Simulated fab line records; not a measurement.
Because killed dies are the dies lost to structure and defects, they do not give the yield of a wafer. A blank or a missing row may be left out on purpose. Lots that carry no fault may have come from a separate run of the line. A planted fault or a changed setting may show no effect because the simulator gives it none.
Which tool was responsible? :: flow n5-finfet :: Sampling: 10 lots, 29 wafers, 4 of 1938 route steps

## WHAT THE GAUGES READ, wafer by wafer
N5_BEOL_M11_THK_MEAS_01. Usual: M11_ILD_THK typically reads 268 nm, with standard deviation 3.1.
lot: L358
measured: day 10 04:26
on: film-metro-01
M11_ILD_THK (nm): 266 263 270
flag: 

lot: L359
measured: day 10 06:43
on: film-metro-02
M11_ILD_THK (nm): 265 265 268
flag: 

lot: L362
measured: day 11 11:35
on: film-metro-01
M11_ILD_THK (nm): 267 266 270
flag: 

lot: L363
measured: day 11 17:43
on: film-metro-02
M11_ILD_THK (nm): 262 268 269
flag: 

lot: L365
measured: day 12 10:23
on: film-metro-02
M11_ILD_THK (nm): 269 268 267
flag: 

lot: L366
measured: day 12 12:16
on: film-metro-02
M11_ILD_THK (nm): 264 273 271
flag: 

lot: L376
measured: day 14 11:17
on: film-metro-01
M11_ILD_THK (nm): 268 246
flag: OFF

lot: L380
measured: day 15 17:28
on: film-metro-02
M11_ILD_THK (nm): 268 272 270
flag: 

lot: L381
measured: day 15 18:14
on: film-metro-02
M11_ILD_THK (nm): 266 271 270
flag: 

lot: L379
measured: day 15 19:05
on: film-metro-02
M11_ILD_THK (nm): 265 263 267
flag: 

## TOOL THAT RAN EACH LOT (tool first, then ch and the chambers of the sampled wafers, then the start)
lot: L358
N5_BEOL_M10_ETCH_41: rie-diel-06 ch 2,3, day 10 02:37 or earlier
N5_BEOL_M10_SPUTTER_48: pvd-sputter-01, day 10 02:37
N5_BEOL_M11_ILD_DEP_00: pecvd-02 ch 0,1, day 10 03:51

lot: L359
N5_BEOL_M10_ETCH_41: rie-diel-06 ch 0,3, day 10 05:05 or earlier
N5_BEOL_M10_SPUTTER_48: pvd-sputter-01, day 10 05:05
N5_BEOL_M11_ILD_DEP_00: pecvd-01 ch 0,2, day 10 06:08

lot: L362
N5_BEOL_M10_ETCH_41: rie-diel-04 ch 1,2, day 11 09:47 or earlier
N5_BEOL_M10_SPUTTER_48: pvd-sputter-02, day 11 09:47
N5_BEOL_M11_ILD_DEP_00: pecvd-02 ch 0,2, day 11 10:59

lot: L363
N5_BEOL_M10_ETCH_41: rie-diel-04 ch 1,2, day 11 14:59 or earlier
N5_BEOL_M10_SPUTTER_48: pvd-sputter-01, day 11 14:59
N5_BEOL_M11_ILD_DEP_00: pecvd-02 ch 1,2, day 11 16:52

lot: L365
N5_BEOL_M10_ETCH_41: rie-diel-06 ch 0,2,3, day 12 08:47 or earlier
N5_BEOL_M10_SPUTTER_48: pvd-sputter-02, day 12 08:47
N5_BEOL_M11_ILD_DEP_00: pecvd-02 ch 0,1,2, day 12 09:49

lot: L366
N5_BEOL_M10_ETCH_41: rie-diel-04 ch 0,2, day 12 10:38 or earlier
N5_BEOL_M10_SPUTTER_48: pvd-sputter-03, day 12 10:38
N5_BEOL_M11_ILD_DEP_00: pecvd-01 ch 0,2, day 12 11:39

lot: L376
N5_BEOL_M10_ETCH_41: rie-diel-02 ch 0, day 14 09:29 or earlier
N5_BEOL_M10_SPUTTER_48: pvd-sputter-01, day 14 09:29
N5_BEOL_M11_ILD_DEP_00: pecvd-01 ch 1,2, day 14 10:42

lot: L380
N5_BEOL_M10_ETCH_41: rie-diel-06 ch 0,2, day 15 15:06 or earlier
N5_BEOL_M10_SPUTTER_48: pvd-sputter-01, day 15 15:06
N5_BEOL_M11_ILD_DEP_00: pecvd-02 ch 0,2, day 15 16:52

lot: L381
N5_BEOL_M10_ETCH_41: rie-diel-02 ch 0,1, day 15 15:41 or earlier
N5_BEOL_M10_SPUTTER_48: pvd-sputter-01, day 15 15:41
N5_BEOL_M11_ILD_DEP_00: pecvd-02 ch 0,1,2, day 15 17:38

lot: L379
N5_BEOL_M10_ETCH_41: rie-diel-04 ch 1,2,3, day 15 16:40 or earlier
N5_BEOL_M10_SPUTTER_48: pvd-sputter-02, day 15 16:40
N5_BEOL_M11_ILD_DEP_00: pecvd-02 ch 0,1,2, day 15 18:01
- N5_BEOL_M10_ETCH_41: etches SiCN in CH3F/O2, target depth 42.6 nm, time 86 s.
- N5_BEOL_M10_SPUTTER_48: material Cu, target thk 12 nm, time 2 s.
- N5_BEOL_M11_ILD_DEP_00: deposits SiCOH lowk from DEMS/porogen, target thk 308.51 nm, time 58 s.

## AS READ BY THE TOOLS THEMSELVES (means over the sampled wafers that have a number; for cases with no such wafer, the mark the record gives instead)
N5_BEOL_M10_ETCH_41. Usual: drypump-motor-current-A 5.6 A, standard deviation 0.5; oes-product-au 0.81 a.u., standard deviation 0.08; rf-vpp-V 297.5 V, standard deviation 1.3; showerhead-plenum-p-Torr 2.00 Torr, standard deviation 0.051; throttle-valve-pct 16.24 %, standard deviation 0.19.
lot: L358
tool: rie-diel-06
drypump-motor-current-A (A): 5.4
oes-product-au (a.u.): 0.75
rf-vpp-V (V): 295.8
showerhead-plenum-p-Torr (Torr): 1.96
throttle-valve-pct (%): 16.43
flag: 

lot: L359
tool: rie-diel-06
drypump-motor-current-A (A): 5.5
oes-product-au (a.u.): 0.70
rf-vpp-V (V): 297.0
showerhead-plenum-p-Torr (Torr): 1.98
throttle-valve-pct (%): 16.44
flag: 

lot: L362
tool: rie-diel-04
drypump-motor-current-A (A): 5.3
oes-product-au (a.u.): 0.82
rf-vpp-V (V): 297.3
showerhead-plenum-p-Torr (Torr): 2.01
throttle-valve-pct (%): 16.22
flag: 

lot: L363
tool: rie-diel-04
drypump-motor-current-A (A): 5.3
oes-product-au (a.u.): 0.81
rf-vpp-V (V): 297.7
showerhead-plenum-p-Torr (Torr): 2.01
throttle-valve-pct (%): 16.22
flag: 

lot: L365
tool: rie-diel-06
drypump-motor-current-A (A): 5.6
oes-product-au (a.u.): 0.83
rf-vpp-V (V): 297.1
showerhead-plenum-p-Torr (Torr): 1.96
throttle-valve-pct (%): 16.27
flag: 

lot: L366
tool: rie-diel-04
drypump-motor-current-A (A): 5.5
oes-product-au (a.u.): 0.84
rf-vpp-V (V): 298.1
showerhead-plenum-p-Torr (Torr): 2.03
throttle-valve-pct (%): 16.04
flag: 

lot: L376
tool: rie-diel-02
drypump-motor-current-A (A): 5.0
oes-product-au (a.u.): 0.85
rf-vpp-V (V): 299.8
showerhead-plenum-p-Torr (Torr): 2.13
throttle-valve-pct (%): 16.23
flag: 

lot: L380
tool: rie-diel-06
drypump-motor-current-A (A): 6.0
oes-product-au (a.u.): 0.83
rf-vpp-V (V): 297.1
showerhead-plenum-p-Torr (Torr): 1.94
throttle-valve-pct (%): 16.24
flag: 

lot: L381
tool: rie-diel-02
drypump-motor-current-A (A): 5.6
oes-product-au (a.u.): 0.85
rf-vpp-V (V): 299.3
showerhead-plenum-p-Torr (Torr): 2.06
throttle-valve-pct (%): 16.22
flag: 

lot: L379
tool: rie-diel-04
drypump-motor-current-A (A): 5.4
oes-product-au (a.u.): 0.84
rf-vpp-V (V): 297.4
showerhead-plenum-p-Torr (Torr): 1.99
throttle-valve-pct (%): 16.23
flag: 

N5_BEOL_M10_SPUTTER_48. Usual: chamber-pressure-pa 0.13001 Pa, standard deviation 0.00023; throttle-valve-pct 30.1 %, standard deviation 0.45.
lot: L358
tool: pvd-sputter-01
chamber-pressure-pa (Pa): 0.12991
throttle-valve-pct (%): 29.9
flag: 

lot: L359
tool: pvd-sputter-01
chamber-pressure-pa (Pa): 0.12983
throttle-valve-pct (%): 29.7
flag: 

lot: L362
tool: pvd-sputter-02
chamber-pressure-pa (Pa): 0.12993
throttle-valve-pct (%): 30.5
flag: 

lot: L363
tool: pvd-sputter-01
chamber-pressure-pa (Pa): 0.13004
throttle-valve-pct (%): 29.6
flag: 

lot: L365
tool: pvd-sputter-02
chamber-pressure-pa (Pa): 0.12993
throttle-valve-pct (%): 30.0
flag: 

lot: L366
tool: pvd-sputter-03
chamber-pressure-pa (Pa): 0.13004
throttle-valve-pct (%): 30.0
flag: 

lot: L376
tool: pvd-sputter-01
chamber-pressure-pa (Pa): 0.13017
throttle-valve-pct (%): 30.4
flag: 

lot: L380
tool: pvd-sputter-01
chamber-pressure-pa (Pa): 0.13016
throttle-valve-pct (%): 30.3
flag: 

lot: L381
tool: pvd-sputter-01
chamber-pressure-pa (Pa): 0.12983
throttle-valve-pct (%): 30.2
flag: 

lot: L379
tool: pvd-sputter-02
chamber-pressure-pa (Pa): 0.13008
throttle-valve-pct (%): 30.3
flag: 

N5_BEOL_M11_ILD_DEP_00. Usual: heater-power-w 356 W, standard deviation 38; showerhead-plenum-p-Torr 5.741 Torr, standard deviation 0.013; throttle-valve-pct 13.7 %, standard deviation 0.55.
lot: L358
tool: pecvd-02
heater-power-w (W): 343
showerhead-plenum-p-Torr (Torr): 5.746
throttle-valve-pct (%): 13.6
flag: 

lot: L359
tool: pecvd-01
heater-power-w (W): 363
showerhead-plenum-p-Torr (Torr): 5.738
throttle-valve-pct (%): 13.2
flag: 

lot: L362
tool: pecvd-02
heater-power-w (W): 352
showerhead-plenum-p-Torr (Torr): 5.742
throttle-valve-pct (%): 14.1
flag: 

lot: L363
tool: pecvd-02
heater-power-w (W): 326
showerhead-plenum-p-Torr (Torr): 5.738
throttle-valve-pct (%): 13.9
flag: 

lot: L365
tool: pecvd-02
heater-power-w (W): 354
showerhead-plenum-p-Torr (Torr): 5.753
throttle-valve-pct (%): 13.7
flag: 

lot: L366
tool: pecvd-01
heater-power-w (W): 333
showerhead-plenum-p-Torr (Torr): 5.739
throttle-valve-pct (%): 13.0
flag: 

lot: L376
tool: pecvd-01
heater-power-w (W): 388
showerhead-plenum-p-Torr (Torr): 5.729
throttle-valve-pct (%): 13.4
flag: 

lot: L380
tool: pecvd-02
heater-power-w (W): 382
showerhead-plenum-p-Torr (Torr): 5.749
throttle-valve-pct (%): 14.0
flag: 

lot: L381
tool: pecvd-02
heater-power-w (W): 368
showerhead-plenum-p-Torr (Torr): 5.747
throttle-valve-pct (%): 13.9
flag: 

lot: L379
tool: pecvd-02
heater-power-w (W): 374
showerhead-plenum-p-Torr (Torr): 5.750
throttle-valve-pct (%): 13.9
flag: 

## THE ANSWER, worked out from the rows above alone
Rule: lot off if the mean of its wafers having a number is beyond 3 standard deviations from the usual mean. A lot without any number at a reading at which 4 lots or more have one is off too. Where the step has rows for the other lots, those lots are counted as sound. After the gauges, taken in route order, come the tools' own readings; for these a lot's mean is taken, as printed above. At the first step where some lot is off, the reading lying furthest off is the one used; lots without a number count as furthest.
Off: at N5_BEOL_M11_THK_MEAS_01 (M11_ILD_THK), L376.
A tool fits if, at a process step before that reading, it ran every lot that is off, and no sound lot after the first of them. Gauges at N5_BEOL_M11_THK_MEAS_01: tried the same way as those tools. Because N5_BEOL_M10_ETCH_41 lacks a start for some lots, the hours and order of its lots are taken from N5_BEOL_M10_SPUTTER_48. This does not decide it: 2 tools fit, namely pecvd-01 at N5_BEOL_M11_ILD_DEP_00 and film-metro-01 at N5_BEOL_M11_THK_MEAS_01.

## WHAT HAD BEEN PUT IN BY THE SIMULATOR
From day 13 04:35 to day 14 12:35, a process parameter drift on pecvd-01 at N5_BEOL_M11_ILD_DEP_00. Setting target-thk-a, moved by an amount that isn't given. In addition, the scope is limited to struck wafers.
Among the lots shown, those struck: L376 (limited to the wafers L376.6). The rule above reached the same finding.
